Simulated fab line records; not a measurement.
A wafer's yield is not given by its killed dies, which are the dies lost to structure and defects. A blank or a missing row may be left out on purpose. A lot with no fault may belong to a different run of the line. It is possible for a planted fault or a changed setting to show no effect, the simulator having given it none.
A single fault, viewed from 2 desks    flow n5Finfet    each desk holds nothing but its own numbers, with what lay behind them at the end

THE DEFECT DESK
Per lot, the means of the sampled wafers with a number show what the inspections along the route counted. Any lot whose mean is over 4 standard deviations away from the usual mean is out of limits and marked OUT; that distance is given in the brackets.
Columns: A = rawDefectCount at N5_BEOL_M10_INSPECT_58, usual 74
lot   first seen here  A
L984  day 11 01:03     47
L987  day 11 18:35     95
L988  day 12 04:38     106
L992  day 12 19:53     78
L990  day 13 02:16     90
L991  day 13 02:45     68
L993  day 13 11:47     59
L994  day 13 22:44     58
L995  day 14 05:31     60
L100  day 15 05:31     96
L103  day 16 04:32     66
Finding of this desk: none of the 11 lots has anything out of limits.

FOR THE TOOL OWNER'S DESK: cmp-04
The tool's own readings at N5_BEOL_M10_CMP_52 (polishes, stops on SiCOH lowk, t overpolish 7 s, target thk 140 nm): means of the sampled wafers that have a number, for each lot that ran on this tool. Any lot whose mean is over 4 standard deviations away from the usual mean is out of limits and marked OUT; that distance is given in the brackets.
Columns: A = barrierFieldEndpointS at N5_BEOL_M10_CMP_52, usual 29.2 s; B = clearingPlatenDownForcePsi at N5_BEOL_M10_CMP_52, usual 1.500 psi; C = motorCurrentA at N5_BEOL_M10_CMP_52, usual 6.0 A; D = overpolishRunS at N5_BEOL_M10_CMP_52, usual 7.000 s; E = platenRpm at N5_BEOL_M10_CMP_52, usual 50.00 rpm; F = slurryFlowMlMin at N5_BEOL_M10_CMP_52, usual 150.0; G = timeToEndpointS at N5_BEOL_M10_CMP_52, usual 66 s
lot   first seen here  A     B      C    D      E                F      G
L987  day 11 18:08     29.5  1.499  5.9  6.989  50.00            150.1  66
L992  day 12 19:28     29.4  1.500  6.1  6.997  50.04            150.0  64
L991  day 13 02:20     27.8  1.500  5.9  7.006  50.02            150.0  62
L100  day 15 05:06     28.1  1.500  6.1  7.004  50.68 (+20) OUT  150.1  63
This desk's verdict: out of limits on L100, starting with L100 at day 15 05:06 (platenRpm at N5_BEOL_M10_CMP_52). L987, L992, L991 stayed within limits.

PUT TOGETHER
The tool owner's desk had the chance to raise an alarm at day 15 05:06 on L100.
Nothing out of limits was seen by the defect desk.
The defect desk has L100 on record, within its limits.
All the named lots went through N5_BEOL_M10_CMP_52 on cmp-04.

WHAT WAS PUT IN BY THE SIMULATOR
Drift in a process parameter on cmp-04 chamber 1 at N5_BEOL_M10_CMP_52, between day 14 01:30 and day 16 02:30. Setting platenRpm shifted by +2 from 50. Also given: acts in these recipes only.
Struck lots among those shown: L100.
Delay in hours, fault start to first out-of-limits reading, by desk: the tool owner's desk at 28.
